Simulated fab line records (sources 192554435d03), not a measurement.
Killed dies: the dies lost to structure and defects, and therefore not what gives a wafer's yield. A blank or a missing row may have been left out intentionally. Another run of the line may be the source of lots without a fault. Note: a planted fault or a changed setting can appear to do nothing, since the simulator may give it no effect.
Chamber matching || flow n5-finfet || N5_DUMMY_GATE_ETCH_36 on rie-diel-02: 4 sister chambers
The step etches SiARC in CF4, target depth 13 nm. 22 wafers are shown with their chamber, then 11 later ones without.

EACH WAFER AND ITS CHAMBER
{"wafer": "L075.3", "chamber": 3, "showerhead-plenum-p-Torr (Torr)": 2.27, "drypump-motor-current-A (A)": 5.7, "oes-product-au (a.u.)": 0.96}
{"wafer": "L075.4", "chamber": 2, "showerhead-plenum-p-Torr (Torr)": 2.11, "drypump-motor-current-A (A)": 5.8, "oes-product-au (a.u.)": 0.70}
{"wafer": "L075.6", "chamber": 2, "showerhead-plenum-p-Torr (Torr)": 2.11, "drypump-motor-current-A (A)": 5.8, "oes-product-au (a.u.)": 0.71}
{"wafer": "L076.1", "chamber": 3, "showerhead-plenum-p-Torr (Torr)": 2.27, "drypump-motor-current-A (A)": 5.7, "oes-product-au (a.u.)": 0.96}
{"wafer": "L076.2", "chamber": 2, "showerhead-plenum-p-Torr (Torr)": 2.11, "drypump-motor-current-A (A)": 5.8, "oes-product-au (a.u.)": 0.70}
{"wafer": "L076.3", "chamber": 0, "showerhead-plenum-p-Torr (Torr)": 2.15, "drypump-motor-current-A (A)": 4.8, "oes-product-au (a.u.)": 0.71}
{"wafer": "L076.4", "chamber": 1, "showerhead-plenum-p-Torr (Torr)": 2.14, "drypump-motor-current-A (A)": 6.0, "oes-product-au (a.u.)": 0.74}
{"wafer": "L076.5", "chamber": 0, "showerhead-plenum-p-Torr (Torr)": 2.15, "drypump-motor-current-A (A)": 4.7, "oes-product-au (a.u.)": 0.71}
{"wafer": "L076.6", "chamber": 1, "showerhead-plenum-p-Torr (Torr)": 2.14, "drypump-motor-current-A (A)": 6.0, "oes-product-au (a.u.)": 0.74}
{"wafer": "L078.1", "chamber": 0, "showerhead-plenum-p-Torr (Torr)": 2.15, "drypump-motor-current-A (A)": 4.8, "oes-product-au (a.u.)": 0.71}
{"wafer": "L078.3", "chamber": 3, "showerhead-plenum-p-Torr (Torr)": 2.26, "drypump-motor-current-A (A)": 5.7, "oes-product-au (a.u.)": 0.95}
{"wafer": "L078.5", "chamber": 1, "showerhead-plenum-p-Torr (Torr)": 2.14, "drypump-motor-current-A (A)": 6.0, "oes-product-au (a.u.)": 0.73}
{"wafer": "L079.2", "chamber": 0, "showerhead-plenum-p-Torr (Torr)": 2.15, "drypump-motor-current-A (A)": 4.7, "oes-product-au (a.u.)": 0.71}
{"wafer": "L079.3", "chamber": 2, "showerhead-plenum-p-Torr (Torr)": 2.11, "drypump-motor-current-A (A)": 5.8, "oes-product-au (a.u.)": 0.70}
{"wafer": "L079.6", "chamber": 0, "showerhead-plenum-p-Torr (Torr)": 2.15, "drypump-motor-current-A (A)": 4.8, "oes-product-au (a.u.)": 0.71}
{"wafer": "L083.1", "chamber": 2, "showerhead-plenum-p-Torr (Torr)": 2.11, "drypump-motor-current-A (A)": 5.8, "oes-product-au (a.u.)": 0.70}
{"wafer": "L083.2", "chamber": 1, "showerhead-plenum-p-Torr (Torr)": 2.14, "drypump-motor-current-A (A)": 5.9, "oes-product-au (a.u.)": 0.72}
{"wafer": "L083.3", "chamber": 0, "showerhead-plenum-p-Torr (Torr)": 2.15, "drypump-motor-current-A (A)": 4.7, "oes-product-au (a.u.)": 0.70}
{"wafer": "L084.2", "chamber": 2, "showerhead-plenum-p-Torr (Torr)": 2.11, "drypump-motor-current-A (A)": 5.8, "oes-product-au (a.u.)": 0.69}
{"wafer": "L084.4", "chamber": 2, "showerhead-plenum-p-Torr (Torr)": 2.11, "drypump-motor-current-A (A)": 5.8, "oes-product-au (a.u.)": 0.70}
{"wafer": "L084.5", "chamber": 1, "showerhead-plenum-p-Torr (Torr)": 2.14, "drypump-motor-current-A (A)": 6.0, "oes-product-au (a.u.)": 0.72}
{"wafer": "L086.1", "chamber": 0, "showerhead-plenum-p-Torr (Torr)": 2.14, "drypump-motor-current-A (A)": 4.7, "oes-product-au (a.u.)": 0.70}

SIGNATURES, as means of the wafers listed above
{"reading": "showerhead-plenum-p-Torr", "chamber 0": 2.1486, "chamber 1": 2.1400, "chamber 2": 2.1100, "chamber 3": 2.2667, "scatter within a chamber": 0.00291}
{"reading": "drypump-motor-current-A", "chamber 0": 4.743, "chamber 1": 5.980, "chamber 2": 5.800, "chamber 3": 5.700, "scatter within a chamber": 0.0374}
{"reading": "oes-product-au", "chamber 0": 0.7071, "chamber 1": 0.7300, "chamber 2": 0.7000, "chamber 3": 0.9567, "scatter within a chamber": 0.00671}
Rule: distance of a wafer from a chamber = root of the sum over the readings of ((wafer's reading minus chamber's mean) / reading's scatter) squared. The wafer belongs to the nearest chamber; if the next one is less than 2 further off, it can't be placed. How the scatter is found: for the shown wafers, subtract from each reading the mean of its chamber, square and add these, divide the total by (wafers less chambers), then take the root.

WAFERS WITHOUT THEIR CHAMBER
{"wafer": "L086.3", "showerhead-plenum-p-Torr (Torr)": 2.26, "drypump-motor-current-A (A)": 5.7, "oes-product-au (a.u.)": 0.92}
{"wafer": "L086.4", "showerhead-plenum-p-Torr (Torr)": 2.14, "drypump-motor-current-A (A)": 6.0, "oes-product-au (a.u.)": 0.72}
{"wafer": "L088.3", "showerhead-plenum-p-Torr (Torr)": 2.14, "drypump-motor-current-A (A)": 4.7, "oes-product-au (a.u.)": 0.68}
{"wafer": "L088.4", "showerhead-plenum-p-Torr (Torr)": 2.26, "drypump-motor-current-A (A)": 5.7, "oes-product-au (a.u.)": 0.92}
{"wafer": "L088.5", "showerhead-plenum-p-Torr (Torr)": 2.14, "drypump-motor-current-A (A)": 4.8, "oes-product-au (a.u.)": 0.69}
{"wafer": "L093.3", "showerhead-plenum-p-Torr (Torr)": 2.10, "drypump-motor-current-A (A)": 5.8, "oes-product-au (a.u.)": 0.97}
{"wafer": "L093.4", "showerhead-plenum-p-Torr (Torr)": 2.26, "drypump-motor-current-A (A)": 5.7, "oes-product-au (a.u.)": 0.91}
{"wafer": "L093.6", "showerhead-plenum-p-Torr (Torr)": 2.11, "drypump-motor-current-A (A)": 5.8, "oes-product-au (a.u.)": 0.97}
{"wafer": "L096.2", "showerhead-plenum-p-Torr (Torr)": 2.10, "drypump-motor-current-A (A)": 5.8, "oes-product-au (a.u.)": 0.97}
{"wafer": "L096.3", "showerhead-plenum-p-Torr (Torr)": 2.14, "drypump-motor-current-A (A)": 4.8, "oes-product-au (a.u.)": 0.68}
{"wafer": "L096.4", "showerhead-plenum-p-Torr (Torr)": 2.25, "drypump-motor-current-A (A)": 5.7, "oes-product-au (a.u.)": 0.90}

EACH ONE'S CHAMBER
{"wafer": "L086.3", "from the rows above": 3, "in truth": 3}
{"wafer": "L086.4", "from the rows above": 1, "in truth": 1}
{"wafer": "L088.3", "from the rows above": 0, "in truth": 0}
{"wafer": "L088.4", "from the rows above": 3, "in truth": 3}
{"wafer": "L088.5", "from the rows above": 0, "in truth": 0}
{"wafer": "L093.3", "from the rows above": "can't be placed: 1 or 2", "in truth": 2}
{"wafer": "L093.4", "from the rows above": 3, "in truth": 3}
{"wafer": "L093.6", "from the rows above": 1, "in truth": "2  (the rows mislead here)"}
{"wafer": "L096.2", "from the rows above": "can't be placed: 1 or 2", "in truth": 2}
{"wafer": "L096.3", "from the rows above": 0, "in truth": 0}
{"wafer": "L096.4", "from the rows above": 3, "in truth": 3}
Correctly placed: 8 of 11. Cannot be placed on the basis of these rows: 2; the candidates contain the true chamber in 2. Placed wrongly: 1.
